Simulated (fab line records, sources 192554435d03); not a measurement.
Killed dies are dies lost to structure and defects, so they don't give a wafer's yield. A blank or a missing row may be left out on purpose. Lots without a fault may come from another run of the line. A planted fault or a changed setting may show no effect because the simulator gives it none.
Chamber matching | flow n5_finfet | N5_MOL_CONTACT_COAG_CMP_23 on cmp-01: 4 sister chambers
The step polishes, stops on SiO2, t overpolish 1.5 s, target thk 0 nm. 8 wafers are shown with their chamber, then 9 later ones without.

WAFERS WITH THEIR CHAMBER
wafer  | chamber | motor_current_A (A) | edge_zone_pressure_frac
L084.1 | 0       | 7.8                 | 0.999
L084.2 | 2       | 7.0                 | 0.996
L091.2 | 3       | 8.0                 | 1.003
L091.5 | 1       | 8.8                 | 0.993
L091.6 | 2       | 7.3                 | 1.000
L092.1 | 0       | 8.0                 | 1.002
L092.4 | 3       | 7.7                 | 0.993
L092.6 | 1       | 8.7                 | 1.007

WAFERS WITHOUT THEIR CHAMBER
wafer  | motor_current_A (A) | edge_zone_pressure_frac
L093.3 | 7.2                 | 0.994
L093.4 | 7.4                 | 0.991
L093.6 | 8.4                 | 0.997
L094.1 | 8.1                 | 1.002
L094.2 | 8.6                 | 1.000
L094.6 | 8.7                 | 1.000
L097.1 | 7.0                 | 1.009
L097.2 | 8.7                 | 1.001
L097.5 | 7.6                 | 1.001

WHICH CHAMBER EACH WENT THROUGH
wafer  | from the rows above          | in truth
L093.3 | 2                            | 2
L093.4 | can't be placed: 2 or 3 or 0 | 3
L093.6 | can't be placed: 1 or 0 or 3 | 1
L094.1 | can't be placed: 0 or 3      | 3
L094.2 | 1                            | 1
L094.6 | 1                            | 1
L097.1 | 2                            | 2
L097.2 | 1                            | 1
L097.5 | can't be placed: 3 or 0 or 2 | 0
Placed correctly: 5 of 9. Can't be placed from these rows: 4 (the true chamber is among the candidates in 4). Placed wrongly: 0.
How it was worked out, from the rows above alone: a wafer's distance from a chamber is the root of the sum, over the readings, of the square of ((its reading less the chamber's mean) divided by the reading's scatter). The wafer belongs to the nearest chamber; if the next one is less than 2 further off, it can't be placed. A chamber's mean is the mean of its shown wafers. The scatter: the root of (the sum of the squares of (reading less its chamber's mean) over the shown wafers, divided by (wafers less chambers)).
